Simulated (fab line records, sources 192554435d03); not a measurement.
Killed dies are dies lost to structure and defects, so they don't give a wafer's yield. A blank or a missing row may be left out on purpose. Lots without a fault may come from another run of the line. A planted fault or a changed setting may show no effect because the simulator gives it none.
Split-lot experiment | flow n5_finfet | 7 lots, 39 wafers read, on a route of 1938 steps

THE SPLIT
At N5_HKMG_FIN_ETCH_58 (etches SOC in N2/H2, target depth 215.8 nm, time 741 s), the setting bias_w was moved away from the recipe's 13 W on 18 of the 39 wafers read, by -17.8% to +8.8%. The other wafers ran this setting at the recipe's value.

The reading is taken at the split's own step.

THE READING
rf_vpp_V, in V, at N5_HKMG_FIN_ETCH_58 (etches SOC in N2/H2, target depth 215.8 nm, time 741 s). Fault-free wafers of this fab line usually give 99.1 V, standard deviation 0.94 V.

wafer  | tool, chamber at the split | bias_w as run, W | against the recipe | rf_vpp_V, V | against lot-mates on the recipe
L075.1 | rie_diel-02, 0             | 13               | recipe             | 97.5        | -
L075.2 | rie_diel-02, 2             | 13.92            | +7.1%              | 105.4       | +7.1
L075.3 | rie_diel-02, 1             | 13               | recipe             | 99.0        | -
L075.4 | rie_diel-02, 3             | 13.92            | +7.1%              | 103.7       | +5.4
L075.5 | rie_diel-02, 3             | 13               | recipe             | 98.4        | -
L075.6 | rie_diel-02, 2             | 13.92            | +7.1%              | 103.8       | +5.5
L078.2 | rie_diel-02, 0             | 13               | recipe             | 98.6        | -
L078.3 | rie_diel-02, 3             | 13               | recipe             | 100.7       | -
L078.6 | rie_diel-02, 2             | 13               | recipe             | 101.4       | -
L086.1 | rie_diel-02, 3             | 13               | recipe             | 99.9        | -
L086.2 | rie_diel-02, 2             | 11.58            | -10.9%             | 93.5        | -5.6
L086.3 | rie_diel-02, 1             | 11.58            | -10.9%             | 91.0        | -8.1
L086.4 | rie_diel-02, 0             | 13               | recipe             | 99.8        | -
L086.5 | rie_diel-02, 0             | 13               | recipe             | 97.6        | -
L086.6 | rie_diel-02, 3             | 11.58            | -10.9%             | 91.2        | -7.9
L088.1 | rie_diel-01, 3             | 13               | recipe             | 99.1        | -
L088.2 | rie_diel-01, 1             | 11.86            | -8.8%              | 91.9        | -7.1
L088.3 | rie_diel-01, 2             | 11.86            | -8.8%              | 94.0        | -5.0
L088.4 | rie_diel-01, 0             | 11.86            | -8.8%              | 93.0        | -6.0
L088.5 | rie_diel-01, 1             | 13               | recipe             | 99.0        | -
L088.6 | rie_diel-01, 2             | 13               | recipe             | 99.0        | -
L091.1 | rie_diel-02, 2             | 14.14            | +8.8%              | 106.5       | +7.5
L091.2 | rie_diel-02, 1             | 14.14            | +8.8%              | 103.0       | +4.0
L091.3 | rie_diel-02, 3             | 13               | recipe             | 98.6        | -
L091.4 | rie_diel-02, 0             | 14.14            | +8.8%              | 103.0       | +4.0
L091.5 | rie_diel-02, 3             | 13               | recipe             | 99.8        | -
L091.6 | rie_diel-02, 0             | 13               | recipe             | 98.7        | -
L092.1 | rie_diel-02, 1             | 13               | recipe             | 99.5        | -
L092.2 | rie_diel-02, 2             | 10.68            | -17.8%             | 87.3        | -11.8
L092.3 | rie_diel-02, 3             | 13               | recipe             | 99.6        | -
L092.4 | rie_diel-02, 0             | 13               | recipe             | 98.2        | -
L092.5 | rie_diel-02, 3             | 10.68            | -17.8%             | 87.8        | -11.3
L092.6 | rie_diel-02, 2             | 10.68            | -17.8%             | 87.1        | -12.0
L097.1 | rie_diel-01, 1             | 13               | recipe             | 98.6        | -
L097.2 | rie_diel-01, 2             | 13               | recipe             | 98.2        | -
L097.3 | rie_diel-01, 3             | 13               | recipe             | 98.5        | -
L097.4 | rie_diel-01, 0             | 13.93            | +7.2%              | 104.2       | +5.8
L097.5 | rie_diel-01, 1             | 13.93            | +7.2%              | 103.4       | +5.0
L097.6 | rie_diel-01, 2             | 13.93            | +7.2%              | 104.0       | +5.6

THE FIT
A straight line over all 39 wafers: rf_vpp_V changes by +0.657 V for each +1% of bias_w; r = +0.98; the points scatter about the line by 1 V.
The same after taking each lot's own level away (the mean of its wafers on the recipe; 39 wafers): +0.676 V for each +1%; r = +0.98; scatter 0.97 V.
On that fit, the largest move of bias_w shifts the reading by 12 V.
The lots' own levels span 98.30 to 100.23 V, that is 2.1 times the standard deviation above.
So the lot-to-lot level changes the slope little: the two slopes agree.
Check: with one of the wafers moved furthest among these (-17.8%) left out of the fit, the line predicts -12 V for it against its lot-mates. It came out at -11.8 V against them.
Tool readings at the split's step, against how far the setting was moved: rf_vpp_V r = +0.98.

OTHER SPLITS ON THESE WAFERS
These wafers also went through other splits before the reading. Each is held against what the fit with the lots' levels taken away leaves over:
other split on the same wafers  | wafers away from the commonest value | r with rf_vpp_V (lot level and that fit taken away)
N5_DUMMY_GATE_EXPOSE_12 dose_mj | 15                                   | -0.09
N5_SD_EPI_N_EPI_21 temp_c       | 12                                   | +0.10
N5_HKMG_FIN_ETCH_54 source_w    | 15                                   | +0.19

THE FILE'S OWN FIT
rf_vpp_V changes by +0.673 V for each +1% of bias_w, r = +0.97.
